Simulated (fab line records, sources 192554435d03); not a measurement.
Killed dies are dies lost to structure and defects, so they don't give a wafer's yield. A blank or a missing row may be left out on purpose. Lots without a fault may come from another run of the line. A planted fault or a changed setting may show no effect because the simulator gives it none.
fab line records | flow n5_finfet | part 2 of 2: steps 5 to 6 of 6
record lots=22 wafers=66 last_day=19
route steps=1938 shown BEOL_M7@1316 BEOL_M8@1369 BEOL_M9@1404
lots that met no fault: from a run of the same line without faults
start_h: hours from the record's first day to the start of the lot's first wafer shown | wait_h: hours since the lot's step before | " the same as in the row above | L1.1+2: a row that stands for several wafers | - no value, or no start given | * or withheld: withheld | < > ~ a bound
route shown NAME@n: a module of which the file shows steps, and the number in the route of the first | usual: mean/standard deviation of fault-free wafers | same: alike in all rows | chamber/n: place in a boat | sites: the reading at each site | _std_site: their standard deviation | _edge_site: outer sites' mean less inner sites' | radius_mm: how far each site lies from the wafer's centre | mask NAME#n: copy n | behind: the tool/chamber that last shaped the wafer | hold: why the lot was held/for how many hours/how that ended | device: the transistor (n, p or np) that didn't switch | end of line: the same wafers' tests at the end of the route | a step without rows: its recipe alone | killed: dies lost to structure and defects at the first sort, not the wafer's yield | map: a wafer's dies, x killed, . not, _ none there
set.NAME: the setting as run; set.NAME@STEP: as run at that earlier step | model.NAME: the simulator's own value behind a step, which no gauge read
steps of the route over a sample of lots; a table a step, a row a wafer
services: from which hour (start_h, from the record's first day; less than 0 if before it) a tool's chamber was out of use, for how many hours, and why
## steps
# step N5_BEOL_M9_STRIP_19
# recipe chemistry=O2 power_w=400 temp_c=40 pressure_mtorr=30 rf_frequency_hz=6e+07 bias_power_w=0 overash_fraction=0.2 o2_flow_sccm=225
# usual chamber_pressure_mTorr=30.00/0.039 drypump_motor_current_A=5.5/0.49 oes_product_au=0.82/0.09 rf_vpp_V=3.7/0.64 showerhead_plenum_p_Torr=2.14/0.08 throttle_valve_pct=16.6/0.31
# columns lot.wafer tool chamber start_h wait_h chamber_pressure_mTorr drypump_motor_current_A oes_product_au rf_hours_counter_h rf_vpp_V showerhead_plenum_p_Torr throttle_valve_pct
L074.2 rie_diel-04 2 227.13 0.2 30.00 4.9 0.81 100 3.4 2.14 16.7
L074.4 " 0 " " 29.96 5.3 0.91 23 3.1 2.26 16.3
L074.5 " 1 " " 30.02 6.2 0.68 - 3.6 2.00 17.0
L075.1 rie_diel-05 2 232.58 0.1 29.98 5.7 0.88 34 3.9 2.03 16.3
L075.3 " 1 " " 30.02 5.5 0.69 226 2.7 2.05 16.7
L075.5 " 2 " " 29.95 5.7 0.89 - 4.8 2.03 16.3
L076.1 rie_diel-04 0 235.60 0.1 29.97 5.2 0.89 26 2.6 2.26 16.3
L076.2 " 1 " " 29.97 6.2 0.68 246 3.8 2.00 17.0
L076.6 " 1 " " 30.03 6.2 0.67 - 4.3 2.00 17.1
L078.1 rie_diel-02 3 238.64 0.1 29.93 5.4 0.86 51 2.5 2.23 16.5
L078.2 " 1 " " 29.94 5.9 0.70 197 3.8 2.16 16.9
L078.6 " 3 " " 29.95 5.4 0.84 - 2.6 2.23 16.5
L081.2 rie_diel-05 2 247.71 0.1 30.04 5.8 0.87 40 3.3 2.03 16.3
L081.3 " 0 " " 30.01 6.5 0.68 213 4.4 2.16 17.0
L081.5 " 2 " " 30.01 5.8 0.87 - 4.2 2.03 16.3
L080.1 rie_diel-04 0 253.52 0.1 30.04 5.3 0.88 29 3.6 2.26 16.3
L080.2 " 3 " " 29.95 5.0 0.86 48 4.3 2.10 16.0
L080.6 " 2 " " 29.96 4.9 0.79 - 4.1 2.14 16.8
L079.3 rie_diel-04 0 257.34 0.2 30.02 5.2 0.88 31 3.9 2.25 16.3
L079.4 " 0 " " 30.05 5.3 0.87 - 3.4 2.25 16.3
L079.6 " 3 " " 30.03 5.0 0.85 - 4.3 2.09 16.0
L083.1 rie_diel-04 0 257.47 0.1 30.03 5.2 0.89 31 4.2 2.25 16.3
L083.2 " 2 " " 29.97 4.9 0.79 109 3.6 2.14 16.8
L083.3 " 3 " " 29.99 5.0 0.86 50 3.4 2.09 16.0
L082.2 rie_diel-05 0 260.31 0.1 29.95 6.5 0.69 216 3.8 2.16 17.0
L082.5 " 3 " " 30.06 5.3 0.96 - 3.1 2.08 16.7
L082.6 " 2 " " 30.01 5.8 0.87 - 3.7 2.02 16.3
L084.1 rie_diel-04 2 274.95 0.1 29.91 4.9 0.77 117 2.9 2.14 16.8
L084.3 " 3 " " 30.02 5.0 0.84 58 3.8 2.09 16.1
L084.6 " 2 " " 30.00 4.9 0.78 - 2.7 2.14 16.8
L085.1 rie_diel-02 2 281.15 0.1 30.02 5.7 0.95 11 5.5 2.09 16.8
L085.2 " 0 " " 30.02 6.0 0.71 220 4.0 2.07 16.9
L085.6 " 0 " " 30.02 6.0 0.72 - 3.3 2.07 16.9
L086.4 rie_diel-04 0 290.22 0.1 29.98 5.2 0.88 40 3.8 2.25 16.4
L086.5 " 1 " " 30.00 6.2 0.97 - 3.8 2.26 16.7
L086.6 " 0 " " 30.07 5.2 0.87 - 3.0 2.25 16.4
L088.2 rie_diel-04 3 296.72 0.5 30.01 5.0 0.83 65 4.5 2.09 16.1
L088.3 " 0 " " 29.99 5.3 0.86 42 3.0 2.25 16.4
L088.6 " 0 " " 30.00 5.2 0.85 - 3.4 2.25 16.4
L089.3 rie_diel-04 0 310.67 0.1 29.99 5.3 0.86 46 2.8 2.25 16.4
L089.4 " 3 " " 29.92 5.0 0.83 69 3.1 2.09 16.1
L089.6 " 0 " " 29.96 5.3 0.85 - 3.4 2.25 16.4
L092.1 rie_diel-04 3 311.31 0.2 30.02 5.0 0.84 69 3.5 2.09 16.1
L092.4 " 1 " " 29.92 6.2 0.95 14 3.8 2.26 16.7
L092.5 " 1 " " 30.04 6.2 0.96 - 3.4 2.26 16.7
L087.1 rie_diel-05 3 311.52 0.2 29.95 5.2 0.91 19 4.3 2.07 16.7
L087.3 " 2 " " 30.00 5.8 0.86 59 4.9 2.02 16.3
L087.5 " 0 " " 29.94 6.5 0.68 - 3.4 2.15 17.0
L091.1 rie_diel-04 2 320.42 0.2 30.04 4.9 0.76 131 4.3 2.13 16.8
L091.3 " 1 " " 30.04 6.2 0.95 17 4.3 2.26 16.7
L091.4 " 0 " " 29.98 5.3 0.84 50 3.5 2.25 16.4
L090.1 rie_diel-02 1 320.51 0.1 29.93 5.8 0.69 223 3.4 2.15 17.0
L090.4 " 0 " " 29.94 6.0 0.70 231 4.1 2.07 16.9
L090.6 " 0 " " 30.03 6.0 0.70 - 3.2 2.07 16.9
L094.2 rie_diel-04 0 320.85 0.1 29.99 5.3 0.85 50 3.3 2.25 16.4
L094.5 " 2 " " 29.96 4.9 0.78 - 4.3 2.13 16.8
L094.6 " 3 " " 30.03 5.0 0.83 - 2.6 2.09 16.1
L093.1 rie_diel-04 3 326.19 0.1 30.01 5.0 0.82 74 3.8 2.09 16.1
L093.4 " 2 " " 30.05 4.9 0.77 133 3.9 2.13 16.8
L093.5 " 3 " " 30.01 5.0 0.82 - 4.4 2.09 16.1
L097.1 rie_diel-02 3 362.27 0.1 30.05 5.4 0.82 88 3.0 2.22 16.6
L097.2 " 1 " " 30.02 5.9 0.68 235 4.3 2.15 17.0
L097.5 " 2 " " 30.05 5.6 0.88 - 3.2 2.08 16.8
L096.4 rie_diel-04 0 381.00 0.1 30.04 5.3 0.83 68 4.3 2.24 16.4
L096.5 " 0 " " 30.03 5.3 0.84 - 4.5 2.24 16.4
L096.6 " 3 " " 30.01 5.0 0.80 - 3.8 2.08 16.1
# step N5_BEOL_M9_VIA_ETCH_34
# recipe chemistry=C4F6/O2 target=SiCOH_lowk target_depth_a=1824 mask_material=SOC taper_deg=4 time_s=68.4 ion_energy_ev=250 pressure_mtorr=30 source_w=345 bias_w=185 Ar_flow_sccm=300 C4F6_flow_sccm=10 O2_flow_sccm=10
# usual chamber_pressure_mTorr=29.998/0.03 drypump_motor_current_A=5.6/0.46 oes_product_au=0.81/0.1 rf_vpp_V=668/20 showerhead_plenum_p_Torr=2.88/0.096 throttle_valve_pct=20.87/0.3
# columns lot.wafer tool chamber start_h wait_h chamber_pressure_mTorr drypump_motor_current_A oes_product_au rf_hours_counter_h rf_vpp_V showerhead_plenum_p_Torr throttle_valve_pct
L074.2 rie_diel-02 2 227.98 0.0 30.019 5.6 1.01 1 651 2.82 21.00
L074.4 " 3 " " 29.965 5.4 0.86 48 673 3.00 20.65
L074.5 " 1 " " 29.968 5.9 0.70 - 657 2.95 21.19
L075.1 rie_diel-04 0 233.90 0.0 29.972 5.3 0.91 25 701 3.00 20.38
L075.3 " 1 " " 30.027 6.2 0.68 245 681 2.73 21.34
L075.5 " 3 " " 29.986 5.0 0.87 - 680 2.93 20.65
L076.1 rie_diel-02 1 237.48 0.0 30.028 5.8 0.70 197 659 2.95 21.17
L076.2 " 0 " " 30.022 6.0 0.72 205 680 2.82 21.09
L076.6 " 2 " " 30.013 5.6 0.99 - 652 2.82 21.01
L078.1 rie_diel-05 2 239.37 0.0 29.966 5.8 0.89 37 648 2.76 20.50
L078.2 " 1 " " 30.006 5.5 0.67 229 660 2.78 20.80
L078.6 " 1 " " 29.957 5.5 0.67 - 660 2.78 20.79
L081.2 rie_diel-04 0 248.75 0.0 30.002 5.3 0.89 28 702 3.00 20.37
L081.3 " 1 " " 30.012 6.2 0.67 249 680 2.73 21.34
L081.5 " 2 " " 30.004 4.9 0.79 - 632 2.87 20.88
L080.1 rie_diel-05 1 256.08 0.0 29.977 5.5 0.67 234 662 2.77 20.79
L080.2 " 3 " " 29.979 5.3 0.96 2 656 2.76 20.72
L080.6 " 1 " " 29.979 5.6 0.67 - 661 2.77 20.80
L079.3 rie_diel-04 2 258.48 0.0 30.036 4.9 0.80 109 633 2.87 20.88
L079.4 " 3 " " 29.979 5.0 0.86 - 680 2.93 20.68
L079.6 " 0 " " 29.954 5.3 0.88 - 703 3.00 20.38
L083.1 rie_diel-05 0 258.52 0.0 29.973 6.5 0.70 215 694 2.96 21.44
L083.2 " 2 " " 30.005 5.8 0.89 42 649 2.76 20.52
L083.3 " 3 " " 30.011 5.3 0.96 3 658 2.76 20.73
L082.2 rie_diel-05 3 262.32 0.0 29.938 5.3 0.96 4 657 2.76 20.71
L082.5 " 3 " " 30.009 5.3 0.96 - 657 2.76 20.72
L082.6 " 2 " " 29.994 5.8 0.88 - 650 2.76 20.53
L084.1 rie_diel-05 1 279.80 0.0 29.991 5.5 0.66 241 661 2.77 20.79
L084.3 " 0 " " 29.951 6.5 0.70 222 693 2.96 21.44
L084.6 " 0 " " 30.006 6.5 0.69 - 691 2.96 21.46
L085.1 rie_diel-04 1 281.99 0.0 29.964 6.2 1.00 4 693 3.07 21.09
L085.2 " 2 " " 30.039 4.9 0.78 119 631 2.87 20.88
L085.6 " 2 " " 29.983 4.9 0.78 - 632 2.87 20.90
L086.4 rie_diel-05 2 294.57 0.0 29.963 5.7 0.87 53 650 2.76 20.53
L086.5 " 2 " " 30.015 5.7 0.87 - 648 2.76 20.54
L086.6 " 1 " " 30.014 5.5 0.66 - 660 2.77 20.81
L088.2 rie_diel-04 3 297.57 0.0 29.957 5.0 0.83 65 681 2.92 20.68
L088.3 " 0 " " 30.006 5.2 0.86 43 702 3.00 20.41
L088.6 " 0 " " 30.008 5.3 0.86 - 703 3.00 20.41
L089.3 rie_diel-02 3 313.31 0.0 30.002 5.4 0.82 74 674 2.98 20.70
L089.4 " 2 " " 29.965 5.7 0.91 20 652 2.81 21.03
L089.6 " 3 " " 29.978 5.4 0.82 - 672 2.98 20.69
L092.1 rie_diel-02 1 313.73 0.0 29.969 5.9 0.69 221 659 2.93 21.21
L092.4 " 3 " " 30.032 5.4 0.83 74 673 2.98 20.70
L092.5 " 1 " " 30.007 5.9 0.69 - 657 2.93 21.22
L087.1 rie_diel-02 2 314.16 0.0 29.957 5.6 0.91 20 652 2.81 21.02
L087.3 " 0 " " 30.051 6.0 0.70 229 678 2.81 21.11
L087.5 " 2 " " 30.038 5.6 0.91 - 651 2.81 21.03
L090.1 rie_diel-02 2 324.97 0.0 30.010 5.7 0.90 24 651 2.81 21.04
L090.4 " 3 " " 29.958 5.4 0.82 78 673 2.98 20.70
L090.6 " 2 " " 29.972 5.7 0.90 - 651 2.81 21.04
L091.1 rie_diel-05 0 325.13 0.0 29.948 6.5 0.68 237 692 2.96 21.47
L091.3 " 3 " " 30.008 5.3 0.90 23 657 2.75 20.75
L091.4 " 3 " " 30.003 5.3 0.91 - 656 2.75 20.76
L094.2 rie_diel-02 2 325.39 0.0 30.011 5.7 0.90 24 651 2.81 21.04
L094.5 " 0 " " 30.018 6.1 0.69 - 680 2.81 21.10
L094.6 " 3 " " 29.939 5.4 0.82 - 674 2.98 20.69
L093.1 rie_diel-04 1 326.95 0.0 29.997 6.2 0.95 19 690 3.07 21.11
L093.4 " 3 " " 30.025 5.0 0.83 75 680 2.92 20.68
L093.5 " 2 " " 29.961 4.9 0.77 - 633 2.86 20.92
L097.1 rie_diel-04 0 363.57 0.0 30.019 5.3 0.85 63 701 2.99 20.43
L097.2 " 1 " " 29.988 6.2 0.93 31 692 3.06 21.14
L097.5 " 3 " " 30.045 5.0 0.81 - 679 2.91 20.71
L096.4 rie_diel-05 0 382.88 0.0 29.980 6.5 1.04 0 691 2.95 21.04
L096.5 " 0 " " 29.975 6.4 1.04 - 693 2.95 21.04
L096.6 " 1 " " 30.015 5.6 0.92 - 660 2.76 20.57
## services
# columns tool chamber start_h hours kind
rie_diel-03 - 222.26 2.8 pm
pecvd-03 - 225.44 0.3 repair
pecvd-04 1 225.77 26.1 repair
rie_diel-05 - 229.87 0.2 repair
rie_diel-04 1 253.38 - clean
rie_diel-04 1 253.38 - consumable_replace:focus_ring
rie_diel-04 1 253.38 - consumable_replace:showerhead
rie_diel-04 1 253.38 17.5 scheduled_down
rie_diel-04 1 253.38 17.5 vent_cycle
pecvd-02 - 256.38 0.4 repair
rie_diel-02 2 266.68 5.1 repair
rie_diel-06 3 307.81 6.7 repair
pecvd-02 2 316.73 9.6 repair
rie_diel-05 - 319.34 2.8 pm
rie_diel-04 0 324.21 1.2 repair
rie_diel-01 3 330.01 15.9 repair
rie_diel-02 - 330.92 3.4 repair
pecvd-03 1 334.05 5.2 repair
rie_diel-01 0 343.02 22.2 repair
pecvd-02 2 347.48 3.2 repair
rie_diel-06 2 359.48 33.0 repair
pecvd-03 - 369.76 1.0 repair
pecvd-03 - 370.96 1.7 repair
pecvd-02 2 381.79 16.6 repair
